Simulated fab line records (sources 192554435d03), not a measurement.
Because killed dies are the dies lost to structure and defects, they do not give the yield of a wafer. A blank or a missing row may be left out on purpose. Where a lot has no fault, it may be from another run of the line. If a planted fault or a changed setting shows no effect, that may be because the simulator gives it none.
The same fault as seen by 2 desks -- flow n5Finfet -- each desk has only its own numbers; what lay behind them comes last

## THE METROLOGY DESK
What the gauges read, lot by lot, whatever tool the lot ran on: means of the sampled wafers that have a number. Marked OUT: a lot whose mean sits more than 4 standard deviations from the usual mean, which makes it out of limits; the brackets give that distance. Readings shown: 7 out of 15 (the first out of limits, and those lying furthest out on some lot).
Columns: A = IOFF_N at N5_BEOL_M4_RC_MEAS_101, usual 0.154 nA/um; B = IOFF_N_85C at N5_BEOL_M4_RC_MEAS_101, usual 3.0 nA/um; C = IOFF_N_LIN at N5_BEOL_M4_RC_MEAS_101, usual 0.073 nA/um; D = IOFF_N_LONG at N5_BEOL_M4_RC_MEAS_101, usual 5.64e-05 nA/um; E = ION_N at N5_BEOL_M4_RC_MEAS_101, usual 675 uA/um; F = VT_N at N5_BEOL_M4_RC_MEAS_101, usual 250 mV; G = VT_N_LONG at N5_BEOL_M4_RC_MEAS_101, usual 274.6 mV
lot,first seen here,A,B,C,D,E,F,G
L402,day 8 07:26,0.124,2.5,0.060,5.76e-05,664,254,274.2
L409,day 9 22:42,3.462 (+99 or more) OUT,36.3 (+85) OUT,1.626 (+99 or more) OUT,1.02e-03 (+99 or more) OUT,702,211 (-13) OUT,235.8 (-20) OUT
L410,day 10 02:07,3.033 (+99 or more) OUT,31.9 (+74) OUT,1.465 (+99 or more) OUT,1.03e-03 (+99 or more) OUT,700,212 (-13) OUT,234.4 (-21) OUT
L412,day 10 22:56,3.276 (+99 or more) OUT,34.6 (+81) OUT,1.529 (+99 or more) OUT,1.11e-03 (+99 or more) OUT,703,208 (-14) OUT,233.7 (-22) OUT
L414,day 11 00:29,0.127,2.6,0.062,5.30e-05,673,252,276.1
L417,day 12 06:58,0.152,2.9,0.073,5.89e-05,682,248,274.5
L421,day 13 06:55,0.145,2.8,0.069,5.56e-05,678,249,274.8
L424,day 13 14:23,0.160,3.2,0.076,5.83e-05,675,249,273.7
This desk's result: L409, L410, L412 out of limits, first on L409 (IOFF_N at N5_BEOL_M4_RC_MEAS_101), day 9 22:42. In limits: L402, L414, L417, L421, L424.

## THE TOOL OWNER'S DESK: rieDiel-04
The tool's own readings at N5_HKMG_FIN_ETCH_58 (etches SOC in N2/H2, target depth 215.8 nm, time 741 s): means of the sampled wafers that have a number, for each lot that ran on this tool. Marked OUT: a lot whose mean sits more than 4 standard deviations from the usual mean, which makes it out of limits; the brackets give that distance.
Columns: A = chamberPressureMTorr at N5_HKMG_FIN_ETCH_58, usual 30.001 mTorr; B = drypumpMotorCurrentA at N5_HKMG_FIN_ETCH_58, usual 5.8 A; C = oesProductAu at N5_HKMG_FIN_ETCH_58, usual 0.78 a.u.; D = rfVppV at N5_HKMG_FIN_ETCH_58, usual 99.0 V; E = runLengthS at N5_HKMG_FIN_ETCH_58, usual 764.1 s; F = showerheadPlenumPTorr at N5_HKMG_FIN_ETCH_58, usual 2.53 Torr; G = throttleValvePct at N5_HKMG_FIN_ETCH_58, usual 17.75 %
lot,first seen here,A,B,C,D,E,F,G
L402,day 4 03:48,29.984,5.2,0.77,99.6,764.2,2.45,17.65
L409,day 6 03:11,29.998,5.8,0.79,98.6,696.3 (-99 or more) OUT,2.52,17.74
L410,day 6 07:40,29.991,5.6,0.74,99.1,696.1 (-99 or more) OUT,2.51,17.57
L412,day 6 19:20,30.020,5.2,0.71,98.2,696.4 (-99 or more) OUT,2.49,17.64
L424,day 9 19:56,29.997,5.5,0.76,98.6,764.4,2.44,17.91
This desk's verdict: out of limits on L409, L410, L412, starting with L409 at day 6 03:11 (runLengthS at N5_HKMG_FIN_ETCH_58). In limits: L402, L424.

## BROUGHT TOGETHER
An alarm could have come from the tool owner's desk at day 6 03:11, on L409, L410, L412.
At day 9 22:42 the metrology desk could have sounded an alarm, on L409, L410, L412.
N5_HKMG_FIN_ETCH_58 was run on rieDiel-04 by each of the lots named.

## WHAT THE SIMULATOR PUT IN
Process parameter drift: rieDiel-04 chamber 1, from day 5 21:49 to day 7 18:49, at N5_HKMG_FIN_ETCH_58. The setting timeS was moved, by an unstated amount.
Shown lots that were struck: L409, L410, L412.
Hours from the fault's start to each desk's first reading out of limits: the tool owner's desk, 5; the metrology desk, 97.
